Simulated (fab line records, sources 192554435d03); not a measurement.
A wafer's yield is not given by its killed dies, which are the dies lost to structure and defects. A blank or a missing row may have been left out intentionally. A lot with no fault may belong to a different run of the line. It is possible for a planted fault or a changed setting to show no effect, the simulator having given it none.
What tool caused it?    flow n5Finfet    Sampling: 24 lots, 72 wafers, 6 of 1938 route steps

== WHAT EACH GAUGE READ, for each wafer ==
N5_BEOL_M9_INSPECT_13: inspects for defects (brightfield).
lot   measured      on                rawDefectCount
L074  day 9 09:37   defectInspect-01  330 301 770
L076  day 9 19:03   defectInspect-02  300 363 410
L075  day 9 19:42   defectInspect-01  567 415 447
L077  day 10 01:50  defectInspect-01  309 327 317
L078  day 10 03:47  defectInspect-01  521 391 372
L079  day 10 08:35  defectInspect-01  462 436 393
L080  day 10 11:04  defectInspect-01  409 276 373
L082  day 10 14:00  defectInspect-01  425 632 467
L081  day 10 18:37  defectInspect-01  436 465 494
L083  day 10 19:48  defectInspect-01  359 382 415
L084  day 11 03:14  defectInspect-01  231 412 304
L088  day 14 10:10  defectInspect-02  372 358 420
L094  day 14 17:31  defectInspect-01  418 618 391
L095  day 14 17:37  defectInspect-01  329 313 306
L090  day 14 21:44  defectInspect-02  334 325 320
L085  day 14 21:50  defectInspect-02  402 514 481
L089  day 15 08:40  defectInspect-01  409 367 475
L092  day 15 12:37  defectInspect-01  487 400 464
L091  day 15 17:38  defectInspect-02  410 358 448
L093  day 16 06:05  defectInspect-01  421 438 444
L087  day 16 06:23  defectInspect-01  288 353 390
L096  day 16 11:10  defectInspect-01  382 512 445
L086  day 16 17:59  defectInspect-02  412 441 394
L097  day 16 18:09  defectInspect-01  352 417 329

== WHICH TOOL RAN EACH LOT (tool, then ch and the chambers of the sampled wafers, then the start) ==
lot   N5_BEOL_M8_DESCUM_33               N5_BEOL_M8_STRIP_36                N5_BEOL_M8_CURE_75            N5_BEOL_M8_PRE_CLEAN_45      N5_BEOL_M8_SPUTTER_48
L074  rieDiel-04 ch 2,3, day 9 04:46     rieDiel-04 ch 2,3, day 9 05:00     uvCure-01 ch 0, day 9 05:24   pvdSputter-03, day 9 05:47   pvdSputter-02, day 9 06:32
L076  rieDiel-02 ch 0,3, day 9 13:52     rieDiel-02 ch 0,3, day 9 14:05     uvCure-01 ch 1, day 9 14:35   pvdSputter-01, day 9 15:49   pvdSputter-02, day 9 16:31
L075  rieDiel-04 ch 0,2,3, day 9 15:10   rieDiel-04 ch 0,2,3, day 9 15:25   uvCure-03 ch 0, day 9 15:51   pvdSputter-02, day 9 16:29   pvdSputter-03, day 9 17:14
L077  rieDiel-03 ch 0,1,3, day 9 21:49   rieDiel-03 ch 0,1,3, day 9 22:02   uvCure-03 ch 1, day 9 22:29   pvdSputter-01, day 9 22:48   pvdSputter-01, day 9 23:19
L078  rieDiel-03 ch 0,2,3, day 9 23:02   rieDiel-03 ch 0,2,3, day 9 23:16   uvCure-01 ch 2, day 9 23:47   pvdSputter-01, day 10 00:31  pvdSputter-03, day 10 01:10
L079  rieDiel-03 ch 2,3, day 10 04:31    rieDiel-03 ch 2,3, day 10 04:45    uvCure-01 ch 0, day 10 05:20  pvdSputter-02, day 10 05:41  pvdSputter-02, day 10 06:20
L080  rieDiel-03 ch 1,3, day 10 07:18    rieDiel-03 ch 1,3, day 10 07:32    uvCure-01 ch 2, day 10 07:58  pvdSputter-03, day 10 08:17  pvdSputter-02, day 10 08:49
L082  rieDiel-02 ch 0,2,3, day 10 10:16  rieDiel-02 ch 0,2,3, day 10 10:29  uvCure-01 ch 0, day 10 10:56  pvdSputter-01, day 10 11:15  pvdSputter-03, day 10 11:46
L081  rieDiel-02 ch 0,1,3, day 10 13:33  rieDiel-02 ch 0,1,3, day 10 13:47  uvCure-02 ch 0, day 10 14:14  pvdSputter-01, day 10 14:32  pvdSputter-02, day 10 15:04
L083  rieDiel-02 ch 0,1,3, day 10 15:40  rieDiel-02 ch 0,1,3, day 10 15:53  uvCure-02 ch 0, day 10 16:17  pvdSputter-02, day 10 16:39  pvdSputter-03, day 10 17:14
L084  rieDiel-04 ch 0,1,2, day 10 23:31  rieDiel-04 ch 0,1,2, day 10 23:44  uvCure-03 ch 2, day 11 00:08  pvdSputter-02, day 11 00:29  pvdSputter-01, day 11 01:01
L088  rieDiel-04 ch 0,2,3, day 14 06:06  rieDiel-04 ch 0,2,3, day 14 06:20  uvCure-01 ch 0, day 14 06:46  pvdSputter-02, day 14 07:11  pvdSputter-01, day 14 07:43
L094  rieDiel-04 ch 0,2,3, day 14 11:42  rieDiel-04 ch 0,2,3, day 14 11:56  uvCure-03 ch 0, day 14 12:25  pvdSputter-02, day 14 12:45  pvdSputter-03, day 14 13:24
L095  rieDiel-02 ch 0,2,3, day 14 11:45  rieDiel-02 ch 0,2,3, day 14 11:59  uvCure-01 ch 2, day 14 12:25  pvdSputter-01, day 14 12:50  pvdSputter-03, day 14 14:10
L090  rieDiel-04 ch 0,1,2, day 14 16:09  rieDiel-04 ch 0,1,2, day 14 16:23  uvCure-01 ch 2, day 14 16:47  pvdSputter-03, day 14 17:24  pvdSputter-03, day 14 17:57
L085  rieDiel-02 ch 0,1,3, day 14 16:11  rieDiel-02 ch 0,1,3, day 14 16:26  uvCure-02 ch 1, day 14 16:52  pvdSputter-02, day 14 17:25  pvdSputter-03, day 14 18:02
L089  rieDiel-04 ch 0,1,3, day 15 01:42  rieDiel-04 ch 0,1,3, day 15 01:56  uvCure-02 ch 1, day 15 02:31  pvdSputter-02, day 15 02:46  pvdSputter-01, day 15 06:06
L092  rieDiel-03 ch 0,2, day 15 08:06    rieDiel-03 ch 0,2, day 15 08:20    uvCure-02 ch 1, day 15 08:46  pvdSputter-01, day 15 09:06  pvdSputter-03, day 15 09:40
L091  rieDiel-04 ch 0,1,3, day 15 11:23  rieDiel-04 ch 0,1,3, day 15 11:37  uvCure-01 ch 0, day 15 12:01  pvdSputter-02, day 15 12:31  pvdSputter-03, day 15 13:26
L093  rieDiel-03 ch 0,1, day 15 20:29    rieDiel-03 ch 0,1, day 15 20:43    uvCure-03 ch 2, day 15 21:23  pvdSputter-02, day 15 21:41  pvdSputter-02, day 15 23:41
L087  rieDiel-03 ch 0,1,2, day 15 20:53  rieDiel-03 ch 0,1,2, day 15 21:07  uvCure-03 ch 0, day 15 21:38  pvdSputter-03, day 15 22:26  pvdSputter-02, day 16 00:04
L096  rieDiel-02 ch 0,2,3, day 15 23:52  rieDiel-02 ch 0,2,3, day 16 00:05  uvCure-01 ch 1, day 16 00:29  pvdSputter-03, day 16 05:16  pvdSputter-03, day 16 05:59
L086  rieDiel-04 ch 1,2, day 16 11:10    rieDiel-04 ch 1,2, day 16 11:24    uvCure-01 ch 0, day 16 11:54  pvdSputter-02, day 16 12:19  pvdSputter-03, day 16 13:50
L097  rieDiel-03 ch 1,2,3, day 16 12:11  rieDiel-03 ch 1,2,3, day 16 12:25  uvCure-01 ch 1, day 16 12:49  pvdSputter-01, day 16 14:04  pvdSputter-01, day 16 14:38
- N5_BEOL_M8_DESCUM_33: chemistry O2, time 7 s.
- N5_BEOL_M8_STRIP_36: strips in N2/H2.
- N5_BEOL_M8_CURE_75: cures SiCOH lowk, time 120 s.
- N5_BEOL_M8_PRE_CLEAN_45: time 30 s.
- N5_BEOL_M8_SPUTTER_48: material Cu, target thk 10 nm, time 1.667 s.

== WHAT THE TOOLS THEMSELVES READ (means of the sampled wafers that have a number; where no wafer has one, the mark that the record gives instead) ==
N5_BEOL_M8_DESCUM_33.
lot   tool        drypumpMotorCurrentA (A)  oesProductAu (a.u.)  rfVppV (V)  showerheadPlenumPTorr (Torr)  throttleValvePct (%)
L074  rieDiel-04  6.0                       0.77                 242.3       2.01                          20.63
L076  rieDiel-02  6.4                       0.84                 242.3       2.08                          20.45
L075  rieDiel-04  6.0                       0.84                 242.7       2.03                          20.41
L077  rieDiel-03  5.7                       0.78                 242.9       2.10                          20.48
L078  rieDiel-03  5.4                       0.74                 242.1       2.08                          20.39
L079  rieDiel-03  5.2                       0.73                 242.9       2.11                          20.31
L080  rieDiel-03  5.6                       0.81                 245.4       2.18                          20.33
L082  rieDiel-02  6.2                       0.79                 243.6       2.10                          20.44
L081  rieDiel-02  6.3                       0.82                 243.3       2.11                          20.41
L083  rieDiel-02  6.3                       0.82                 242.9       2.11                          20.41
L084  rieDiel-04  6.3                       0.82                 242.1       2.05                          20.50
L088  rieDiel-04  6.0                       0.80                 240.9       2.02                          20.46
L094  rieDiel-04  6.0                       0.79                 241.8       2.02                          20.47
L095  rieDiel-02  6.2                       0.76                 242.5       2.09                          20.50
L090  rieDiel-04  6.3                       0.80                 241.6       2.04                          20.54
L085  rieDiel-02  6.3                       0.77                 242.2       2.10                          20.45
L089  rieDiel-04  6.0                       0.84                 242.9       2.06                          20.28
L092  rieDiel-03  5.3                       0.94                 243.4       2.11                          20.19
L091  rieDiel-04  6.0                       0.84                 242.6       2.06                          20.29
L093  rieDiel-03  5.8                       0.87                 244.2       2.18                          20.46
L087  rieDiel-03  5.6                       0.87                 243.1       2.12                          20.39
L096  rieDiel-02  6.3                       0.75                 243.1       2.08                          20.52
L086  rieDiel-04  6.3                       0.91                 243.9       2.19                          20.57
L097  rieDiel-03  5.5                       0.81                 243.2       2.11                          20.36

N5_BEOL_M8_STRIP_36.
lot   tool        drypumpMotorCurrentA (A)  n2FlowSccm (sccm)  oesProductAu (a.u.)  powerW (W)  rfVppV (V)  showerheadPlenumPTorr (Torr)  throttleValvePct (%)
L074  rieDiel-04  6.0                       199.9              0.77                 450.9       59.6        2.42                          23.65
L076  rieDiel-02  6.4                       199.8              0.83                 448.6       58.1        2.54                          23.99
L075  rieDiel-04  6.0                       200.0              0.84                 449.9       57.0        2.45                          23.40
L077  rieDiel-03  5.6                       199.4              0.78                 449.0       59.8        2.54                          23.57
L078  rieDiel-03  5.4                       199.8              0.75                 449.6       58.4        2.53                          23.72
L079  rieDiel-03  5.3                       200.2              0.74                 448.7       58.2        2.58                          23.83
L080  rieDiel-03  5.6                       200.5              0.81                 450.7       61.4        2.65                          23.49
L082  rieDiel-02  6.2                       199.8              0.79                 449.7       58.6        2.55                          23.80
L081  rieDiel-02  6.3                       200.6              0.81                 450.0       58.3        2.57                          23.82
L083  rieDiel-02  6.3                       200.8              0.82                 450.4       59.4        2.57                          23.84
L084  rieDiel-04  6.3                       199.6              0.82                 451.2       59.8        2.48                          23.54
L088  rieDiel-04  6.0                       200.0              0.79                 451.2       58.2        2.44                          23.43
L094  rieDiel-04  6.0                       200.4              0.79                 449.7       58.8        2.44                          23.43
L095  rieDiel-02  6.3                       199.6              0.75                 451.0       59.3        2.54                          23.84
L090  rieDiel-04  6.3                       200.5              0.80                 450.8       58.7        2.47                          23.55
L085  rieDiel-02  6.3                       199.4              0.79                 449.8       59.0        2.56                          23.88
L089  rieDiel-04  6.0                       200.1              0.84                 449.8       57.4        2.49                          23.30
L092  rieDiel-03  5.3                       199.5              0.96                 449.3       60.5        2.57                          23.71
L091  rieDiel-04  6.0                       199.5              0.83                 450.5       59.9        2.49                          23.32
L093  rieDiel-03  5.8                       200.8              0.87                 450.7       60.2        2.63                          23.54
L087  rieDiel-03  5.6                       200.5              0.87                 450.6       59.1        2.58                          23.66
L096  rieDiel-02  6.3                       200.4              0.75                 449.7       58.3        2.53                          23.86
L086  rieDiel-04  6.3                       199.9              0.90                 449.9       59.1        2.65                          23.67
L097  rieDiel-03  5.5                       199.8              0.81                 449.5       59.3        2.57                          23.66

N5_BEOL_M8_CURE_75.
lot   tool       lampPowerPct (%)  wafer_temp_C_max
L074  uvCure-01  52.28             373.9
L076  uvCure-01  52.34             371.5
L075  uvCure-03  52.33             372.2
L077  uvCure-03  52.33             372.2
L078  uvCure-01  52.30             372.5
L079  uvCure-01  52.31             373.3
L080  uvCure-01  52.26             372.5
L082  uvCure-01  52.31             373.6
L081  uvCure-02  52.29             371.9
L083  uvCure-02  52.28             372.2
L084  uvCure-03  52.25             371.1
L088  uvCure-01  52.29             373.6
L094  uvCure-03  52.33             373.1
L095  uvCure-01  52.30             372.1
L090  uvCure-01  52.31             372.7
L085  uvCure-02  52.25             373.0
L089  uvCure-02  52.31             372.4
L092  uvCure-02  52.31             372.8
L091  uvCure-01  52.31             372.8
L093  uvCure-03  52.33             370.7
L087  uvCure-03  52.32             372.1
L096  uvCure-01  52.31             371.7
L086  uvCure-01  52.31             373.4
L097  uvCure-01  52.29             371.6

N5_BEOL_M8_PRE_CLEAN_45.
lot   tool           heaterPowerW (W)
L074  pvdSputter-03  336
L076  pvdSputter-01  334
L075  pvdSputter-02  320
L077  pvdSputter-01  327
L078  pvdSputter-01  324
L079  pvdSputter-02  318
L080  pvdSputter-03  348
L082  pvdSputter-01  328
L081  pvdSputter-01  316
L083  pvdSputter-02  327
L084  pvdSputter-02  325
L088  pvdSputter-02  331
L094  pvdSputter-02  314
L095  pvdSputter-01  328
L090  pvdSputter-03  357
L085  pvdSputter-02  318
L089  pvdSputter-02  324
L092  pvdSputter-01  335
L091  pvdSputter-02  326
L093  pvdSputter-02  340
L087  pvdSputter-03  343
L096  pvdSputter-03  343
L086  pvdSputter-02  324
L097  pvdSputter-01  336

N5_BEOL_M8_SPUTTER_48.
lot   tool           cathodeDcPowerW (W)  throttleValvePct (%)
L074  pvdSputter-02  25996                29.2
L076  pvdSputter-02  26003                29.6
L075  pvdSputter-03  26006                30.1
L077  pvdSputter-01  26002                30.7
L078  pvdSputter-03  26001                29.7
L079  pvdSputter-02  26000                28.7
L080  pvdSputter-02  25997                29.3
L082  pvdSputter-03  26000                30.3
L081  pvdSputter-02  26002                29.1
L083  pvdSputter-03  25996                30.5
L084  pvdSputter-01  25997                30.5
L088  pvdSputter-01  26006                30.6
L094  pvdSputter-03  25992                29.2
L095  pvdSputter-03  25994                29.3
L090  pvdSputter-03  25997                29.1
L085  pvdSputter-03  26000                28.8
L089  pvdSputter-01  26002                30.1
L092  pvdSputter-03  26002                30.2
L091  pvdSputter-03  26004                29.6
L093  pvdSputter-02  25995                29.3
L087  pvdSputter-02  26002                29.6
L096  pvdSputter-03  26001                30.1
L086  pvdSputter-03  25997                29.3
L097  pvdSputter-01  25998                30.5

== THE ANSWER, worked out from the rows above alone ==
Rule: the usual values come from the lots themselves. The widest of any qualifying gaps counts: lots, ordered by their means at a reading, are off when they make up no more than a third of the lots, leave a main group of 4 or more, and stand apart from it by 3 or more times the standard deviation of that group's means. If all means in a main group match to the digits the tables above print for the reading, that group is not used. A lot without any number at a reading at which 4 lots or more have one is off too. All remaining lots with rows at the step are treated as sound. The gauges are gone through in route order, then the tools' own readings, and for those a lot's mean is taken as printed above. At the first step where some lot is off, the reading lying furthest off is the one used; lots without a number count as furthest.
Nothing can be told from this: no lot is off at any reading shown.

== WHAT HAD BEEN PUT IN BY THE SIMULATOR ==
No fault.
